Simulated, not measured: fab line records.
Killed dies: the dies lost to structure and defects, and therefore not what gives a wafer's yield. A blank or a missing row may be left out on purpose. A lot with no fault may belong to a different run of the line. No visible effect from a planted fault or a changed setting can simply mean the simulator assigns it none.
Matching of chambers | flow nand_harc | 4 sister chambers for NHARC_A_STAIRCASE_ETCH_227 on rie_diel-03
The step etches the open film in C4F8/O2, target depth 100 nm, time 40.5 s. 8 wafers are shown with their chamber, then 6 later ones without.

== WAFERS WITH THEIR CHAMBER ==
wafer  | chamber | rf_vpp_V (V) | oes_product_au (a.u.)
L866.3 | 0       | 896          | 0.949
L868.2 | 1       | 904          | 0.947
L868.6 | 3       | 897          | 0.948
L874.1 | 1       | 904          | 0.947
L874.4 | 2       | 893          | 0.938
L874.5 | 2       | 892          | 0.939
L879.4 | 0       | 895          | 0.940
L879.5 | 3       | 894          | 0.934

== WAFERS MISSING THEIR CHAMBER ==
wafer  | rf_vpp_V (V) | oes_product_au (a.u.)
L879.6 | 894          | 0.930
L885.4 | 893          | 0.935
L886.3 | 895          | 0.926
L886.5 | 893          | 0.934
L887.3 | 903          | 0.942
L887.5 | 905          | 0.935

== WHICH CHAMBER EACH ONE RAN IN ==
wafer  | from the rows above          | in truth
L879.6 | can't be placed: 2 or 3 or 0 | 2
L885.4 | can't be placed: 2 or 3 or 0 | 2
L886.3 | can't be placed: 3 or 2 or 0 | 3
L886.5 | can't be placed: 2 or 3 or 0 | 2
L887.3 | 1                            | 1
L887.5 | 1                            | 1
Correct placement for 2 of the 6. From these rows, 4 cannot be placed; in 4 the true chamber is one of the candidates. Placed wrongly: 0.
How it was worked out, from the rows above alone: a wafer's distance from a chamber is the root of the sum, over the readings, of the square of ((its reading less the chamber's mean) divided by the reading's scatter). The wafer belongs to the nearest chamber; if the next one is less than 2 further off, it can't be placed. A chamber's mean is the mean of its shown wafers. How the scatter is found: for the shown wafers, subtract from each reading the mean of its chamber, square and add these, divide the total by (wafers less chambers), then take the root.
